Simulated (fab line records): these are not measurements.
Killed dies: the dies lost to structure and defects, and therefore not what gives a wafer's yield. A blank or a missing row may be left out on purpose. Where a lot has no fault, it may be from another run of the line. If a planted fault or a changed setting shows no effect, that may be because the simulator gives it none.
A struck lot beside a sound one :: flow n5_finfet :: 36 steps out of a route of 1938
Sound: the wafers L999.1, L999.3, L999.5. The struck wafers were L110.4, L110.5, L110.6. Last of all comes the cause.
Order at every step that has rows: each side's tool, ch and its chambers, its first start. Under that, the readings that differ: sound wafers :: struck wafers :: difference of the means :: sigmas: that difference in standard deviations of wafers without a fault.
alike: words and numbers the same on both sides, and readings whose means are apart by under 2 such deviations; not compared: readings that were withheld, readings missing a value for some wafer, numbers with overlapping values and no deviation given by the record, and bounds like >300 which may hide the same value.
Wherever a step has rows on one side only, a row that says differs or no value, or a row with sigmas, the two part there. Non-overlapping numbers with no deviation appear without sigmas and do not part them. A reading missing from all wafers of one side parts the sides only when that side holds two or more wafers.

first, 9 steps without rows for these wafers: N5_BEOL_M4_ANNEAL_95 (time 240 s); N5_BEOL_M4_SPUTTER_96 (material Cu, target thk 4.5 nm, time 8.29 s); N5_BEOL_M4_ECD_50 (material Cu, target thk 300 nm); N5_BEOL_M4_ANNEAL_51 (time 90 s); N5_BEOL_M4_CMP_52 (polishes, stops on SiOC, t overpolish 6.8 s, target thk 40 nm); N5_BEOL_M4_PRE_CLEAN_60 (time 15 s); N5_BEOL_M4_CO_CAP_55 (material Co, precursor CCTBA/H2, target thk 2 nm, time 102.1 s); N5_BEOL_M4_PRE_CLEAN_56 (time 15 s); N5_BEOL_M4_DEP_57 (deposits SiCN from 3MS/NH3, target thk 8 nm, time 14 s).
N5_BEOL_M4_RC_MEAS_101:
  sound on prober-02 ch 0, day 9 10:13; struck on prober-01 ch 0, day 12 00:11
  alike: DIBL_N, DIBL_P, IOFF_N, IOFF_P, ION_N, ION_P, SS_N, SS_P, VT_N, VT_P
N5_BEOL_M5_ILD_DEP_00: deposits SiCOH lowk from DEMS/porogen, target thk 140.64 nm, time 25.9 s.
  sound on pecvd-04 ch 0,1, day 9 11:10; struck on pecvd-01 ch 0,1,2, day 12 00:42
  no value came back on the struck wafers for any of 6 readings (chamber_pressure_Torr (Torr), heater_power_outer_w (W) and others); on the sound wafers chamber_pressure_Torr (Torr) reads 4.988 5.008 4.995
then, 23 steps without rows for these wafers: N5_BEOL_M5_CURE_79 (cures SiCOH lowk, time 240 s); N5_BEOL_M5_PECVD_70 (deposits SiO2 from TEOS/O2, target thk 16 nm, time 18 s); N5_BEOL_M5_HM_DEP_02 (deposits TiN, target thk 20 nm); N5_BEOL_M5_COAT_59 (time 60 s, resist thk 60 nm); N5_BEOL_M5_COAT_60 (time 60 s, resist thk 12 nm); N5_BEOL_M5_COAT_71 (time 60 s, resist thk 5 nm); N5_BEOL_M5_COAT_05 (resist thk 30 nm); N5_BEOL_M5_EBR_07; N5_BEOL_M5_SOFTBAKE_06 (time 60 s); N5_BEOL_M5_EXPOSE_08 (exposes mask M5, target cd 28 nm); N5_BEOL_M5_PEB_09 (peb time 60 s); N5_BEOL_M5_DEVELOP_10 (develop time 30 s); N5_BEOL_M5_DESCUM_16 (chemistry O2, time 7 s); N5_BEOL_M5_ETCH_72 (etches underlayer in N2/H2, target depth 6.5 nm, time 5.2 s); N5_BEOL_M5_ETCH_61 (etches SiARC in CF4, target depth 15.6 nm, time 26 s); N5_BEOL_M5_ETCH_62 (etches SOC in N2/H2, target depth 75 nm, overetch 15 nm, time 112.5 s); N5_BEOL_M5_STRIP_63 (strips in N2/H2); N5_BEOL_M5_STRIP_73 (strips in N2/H2); N5_BEOL_M5_STRIP_64 (strips in CF4); N5_BEOL_M5_HM_OPEN_17 (chemistry Cl2/BCl3, target TiN, target depth 20 nm, overetch 6 nm); N5_BEOL_M5_STRIP_19 (strips in O2); N5_BEOL_M5_COAT_65 (time 60 s, resist thk 60 nm); N5_BEOL_M5_COAT_66 (time 60 s, resist thk 12 nm).
N5_BEOL_M5_OCD_MEAS_38:
  struck on ocd-01, day 12 04:21; sound on ocd-02, day 9 16:13
reading: trench_depth_nm (nm)
sound: 70.4 72.1 72.8
struck: - - -
difference: no value on the struck wafers
sigmas: 
-- a jump in the record: the struck wafers' starts before and after are 4 days apart (it breaks off in module BEOL_M5 and resumes in module PASSIVATION, where the first step shown is number 1936 of the route) --
N5_PASSIVATION_PROBE_49:
  record: rows for the struck wafers here (prober-02, day 16 08:33), none for the sound ones

WHERE THEY PART
At N5_BEOL_M5_ILD_DEP_00 first; at N5_PASSIVATION_PROBE_49 last (within this record only).

WHY: what the simulator had put in
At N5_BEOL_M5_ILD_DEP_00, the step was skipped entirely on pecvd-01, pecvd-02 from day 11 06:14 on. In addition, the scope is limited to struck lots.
